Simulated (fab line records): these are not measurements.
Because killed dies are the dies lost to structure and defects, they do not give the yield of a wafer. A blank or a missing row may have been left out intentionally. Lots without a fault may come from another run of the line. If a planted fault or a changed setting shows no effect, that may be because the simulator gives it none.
Matching of chambers + flow nand-harc + 4 sister chambers for NHARC_A_CHANNEL_HOLE_D1_ETCH_44 on rie-diel-09
The step etches the open film in CF4/O2, target depth 140 nm, overetch 14 nm, time 77 s. 8 wafers are shown with their chamber, then 8 later ones without.

== WAFERS PAIRED WITH THEIR CHAMBERS ==
| wafer  | chamber | drypump-motor-current-A (A) | rf-vpp-V (V) |
|--------|---------|-----------------------------|--------------|
| L074.1 | 3       | 5.82                        | 198.2        |
| L076.2 | 0       | 5.52                        | 197.5        |
| L076.5 | 0       | 5.51                        | 196.3        |
| L082.5 | 2       | 6.05                        | 199.2        |
| L085.1 | 1       | 5.76                        | 198.0        |
| L085.4 | 2       | 6.07                        | 198.8        |
| L085.6 | 1       | 5.75                        | 198.3        |
| L091.1 | 3       | 5.81                        | 198.5        |

== WAFERS MISSING THEIR CHAMBER ==
| wafer  | drypump-motor-current-A (A) | rf-vpp-V (V) |
|--------|-----------------------------|--------------|
| L091.2 | 6.08                        | 200.0        |
| L091.3 | 5.73                        | 198.3        |
| L095.3 | 6.08                        | 198.6        |
| L095.4 | 5.76                        | 199.0        |
| L095.5 | 6.08                        | 197.7        |
| L097.3 | 5.80                        | 197.5        |
| L097.4 | 5.72                        | 198.8        |
| L097.6 | 5.51                        | 196.1        |

== WHICH CHAMBER EACH ONE RAN IN ==
| wafer  | from the rows above | in truth |
|--------|---------------------|----------|
| L091.2 | 2                   | 2        |
| L091.3 | 1                   | 1        |
| L095.3 | 2                   | 2        |
| L095.4 | 1                   | 1        |
| L095.5 | 2                   | 2        |
| L097.3 | 3                   | 3        |
| L097.4 | 1                   | 1        |
| L097.6 | 0                   | 0        |
Correctly placed: 8 of 8. Left unplaced by these rows: 0. 0 placed wrongly.
How it was worked out, from the rows above alone: a wafer's distance from a chamber is the root of the sum, over the readings, of the square of ((its reading less the chamber's mean) divided by the reading's scatter). If the next closest chamber is less than 2 further off than the closest, the wafer can't be placed; otherwise it belongs to the closest. A chamber's mean is the mean of its shown wafers. The scatter: take each reading less its chamber's mean, square it, sum over the shown wafers, divide by the number of wafers less the number of chambers, and take the root.
